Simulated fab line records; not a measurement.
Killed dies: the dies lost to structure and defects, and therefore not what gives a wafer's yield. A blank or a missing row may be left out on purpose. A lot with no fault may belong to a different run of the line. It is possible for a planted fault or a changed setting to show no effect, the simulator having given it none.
Chamber matching -- flow n5-finfet -- N5_BEOL_M9_ILD_DEP_00 on pecvd-01: 3 sister chambers
The step deposits SiCOH lowk from DEMS/porogen, target thk 308.51 nm, time 58 s. 6 wafers are shown with their chamber, then 10 later ones without.

== EACH WAFER AND ITS CHAMBER ==
wafer,chamber,heater-power-w (W),throttle-valve-pct (%)
L083.4,2,214,13.9
L085.4,1,414,14.7
L088.1,1,456,14.3
L088.2,2,255,13.7
L092.1,0,226,13.0
L092.4,0,241,13.5

== WAFERS WITH NO CHAMBER GIVEN ==
wafer,heater-power-w (W),throttle-valve-pct (%)
L092.6,257,13.8
L096.1,410,14.3
L096.2,262,13.5
L096.6,260,13.2
L095.1,229,13.3
L095.2,397,14.6
L095.5,397,14.5
L097.1,211,13.6
L097.3,263,14.0
L097.5,204,13.7

== CHAMBER TAKEN BY EACH ==
wafer,from the rows above,in truth
L092.6,can't be placed: 2 or 0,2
L096.1,1,1
L096.2,can't be placed: 0 or 2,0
L096.6,can't be placed: 0 or 2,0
L095.1,can't be placed: 0 or 2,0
L095.2,1,1
L095.5,1,1
L097.1,can't be placed: 2 or 0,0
L097.3,can't be placed: 2 or 0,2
L097.5,can't be placed: 2 or 0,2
Correctly placed: 3 of 10. These rows do not allow placing 7 (true chamber among the candidates in 7). Number placed wrongly: 0.
How it was worked out, from the rows above alone: a wafer's distance from a chamber is the root of the sum, over the readings, of the square of ((its reading less the chamber's mean) divided by the reading's scatter). The wafer belongs to the nearest chamber; if the next one is less than 2 further off, it can't be placed. The mean given for a chamber averages the wafers shown for that chamber. The scatter: take each reading less its chamber's mean, square it, sum over the shown wafers, divide by the number of wafers less the number of chambers, and take the root.
